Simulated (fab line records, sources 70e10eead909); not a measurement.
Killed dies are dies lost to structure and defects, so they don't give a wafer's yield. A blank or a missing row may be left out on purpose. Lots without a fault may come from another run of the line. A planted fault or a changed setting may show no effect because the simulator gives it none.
Chamber matching | flow nand_harc | NHARC_THIN_TSV_DEP_47 on pecvd-03: 3 sister chambers
The step deposits SiO2, target thk 200 nm. 6 wafers are shown with their chamber, then 7 later ones without.

WAFERS WITH THEIR CHAMBER
wafer  | chamber | throttle_valve_pct (%)
L080.5 | 0       | 15.6
L084.4 | 0       | 15.9
L084.5 | 1       | 15.7
L084.6 | 2       | 15.6
L095.1 | 2       | 15.2
L095.2 | 1       | 15.9

WAFERS WITHOUT THEIR CHAMBER
wafer  | throttle_valve_pct (%)
L095.4 | 15.5
L096.1 | 15.0
L096.3 | 15.7
L096.6 | 16.0
L097.1 | 16.2
L097.2 | 15.6
L097.5 | 16.1

WHICH CHAMBER EACH WENT THROUGH
wafer  | from the rows above          | in truth
L095.4 | can't be placed: 2 or 0 or 1 | 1
L096.1 | can't be placed: 2 or 0 or 1 | 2
L096.3 | can't be placed: 0 or 1 or 2 | 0
L096.6 | can't be placed: 1 or 0 or 2 | 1
L097.1 | can't be placed: 1 or 0 or 2 | 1
L097.2 | can't be placed: 0 or 1 or 2 | 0
L097.5 | can't be placed: 1 or 0 or 2 | 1
Placed correctly: 0 of 7. Can't be placed from these rows: 7 (the true chamber is among the candidates in 7). Placed wrongly: 0.
How it was worked out, from the rows above alone: a wafer's distance from a chamber is the root of the sum, over the readings, of the square of ((its reading less the chamber's mean) divided by the reading's scatter). The wafer belongs to the nearest chamber; if the next one is less than 2 further off, it can't be placed. A chamber's mean is the mean of its shown wafers. The scatter: the root of (the sum of the squares of (reading less its chamber's mean) over the shown wafers, divided by (wafers less chambers)).
